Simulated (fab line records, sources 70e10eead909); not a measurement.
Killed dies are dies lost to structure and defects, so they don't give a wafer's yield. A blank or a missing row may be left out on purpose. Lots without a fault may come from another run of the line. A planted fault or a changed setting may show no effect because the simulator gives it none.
Chamber matching | flow nand_harc | NHARC_A_CHANNEL_FILL_D1_ALD_14 on ald_hk-02: 4 sister chambers
The step deposits SiO2, target thk 2.5 nm, pulse time 10 s, ald cycles 25. 16 wafers are shown with their chamber, then 8 later ones without.

WAFERS WITH THEIR CHAMBER
wafer  | chamber | heater_power_w (W) | precursor_pulse_height_rel | susceptor_temp_C (C)
L075.1 | 1       | 524                | 0.988                      | 300.00
L075.2 | 3       | 465                | 0.998                      | 299.95
L075.3 | 0       | 430                | 0.994                      | 299.84
L079.1 | 0       | 425                | 0.987                      | 300.50
L079.2 | 1       | 507                | 1.023                      | 299.91
L079.6 | 2       | 501                | 1.029                      | 299.92
L081.2 | 2       | 520                | 0.992                      | 300.10
L081.3 | 1       | 507                | 0.990                      | 299.97
L081.4 | 0       | 424                | 1.041                      | 299.81
L085.1 | 2       | 499                | 0.997                      | 300.03
L085.3 | 3       | 486                | 1.024                      | 300.31
L085.4 | 1       | 495                | 0.983                      | 300.21
L089.3 | 0       | 440                | 0.987                      | 300.00
L089.5 | 2       | 505                | 0.987                      | 300.21
L089.6 | 1       | 505                | 0.997                      | 300.07
L087.4 | 3       | 495                | 1.031                      | 300.03

SIGNATURES (means of the wafers above)
reading                    | chamber 0 | chamber 1 | chamber 2 | chamber 3 | scatter within a chamber
heater_power_w             | 429.75    | 507.60    | 506.25    | 482.00    | 10.6
precursor_pulse_height_rel | 1.00225   | 0.99620   | 1.00125   | 1.01767   | 0.0198
susceptor_temp_C           | 300.0375  | 300.0320  | 300.0650  | 300.0967  | 0.199
Rule: a wafer's distance from a chamber is the root of the sum, over the readings, of the square of ((its reading less the chamber's mean) divided by the reading's scatter). The wafer belongs to the nearest chamber; if the next one is less than 2 further off, it can't be placed. The scatter: the root of (the sum of the squares of (reading less its chamber's mean) over the shown wafers, divided by (wafers less chambers)).

WAFERS WITHOUT THEIR CHAMBER
wafer  | heater_power_w (W) | precursor_pulse_height_rel | susceptor_temp_C (C)
L087.5 | 424                | 0.979                      | 300.16
L087.6 | 472                | 0.989                      | 299.93
L091.2 | 476                | 1.002                      | 299.99
L091.3 | 431                | 1.008                      | 300.38
L091.4 | 497                | 0.996                      | 300.26
L097.1 | 484                | 0.978                      | 300.25
L097.2 | 492                | 1.009                      | 300.16
L097.5 | 496                | 1.004                      | 300.08

WHICH CHAMBER EACH WENT THROUGH
wafer  | from the rows above          | in truth
L087.5 | 0                            | 0
L087.6 | can't be placed: 3 or 2 or 1 | 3
L091.2 | can't be placed: 3 or 2 or 1 | 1
L091.3 | 0                            | 0
L091.4 | can't be placed: 2 or 1 or 3 | 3
L097.1 | can't be placed: 3 or 2 or 1 | 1
L097.2 | can't be placed: 3 or 2 or 1 | 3
L097.5 | can't be placed: 2 or 1 or 3 | 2
Placed correctly: 2 of 8. Can't be placed from these rows: 6 (the true chamber is among the candidates in 6). Placed wrongly: 0.
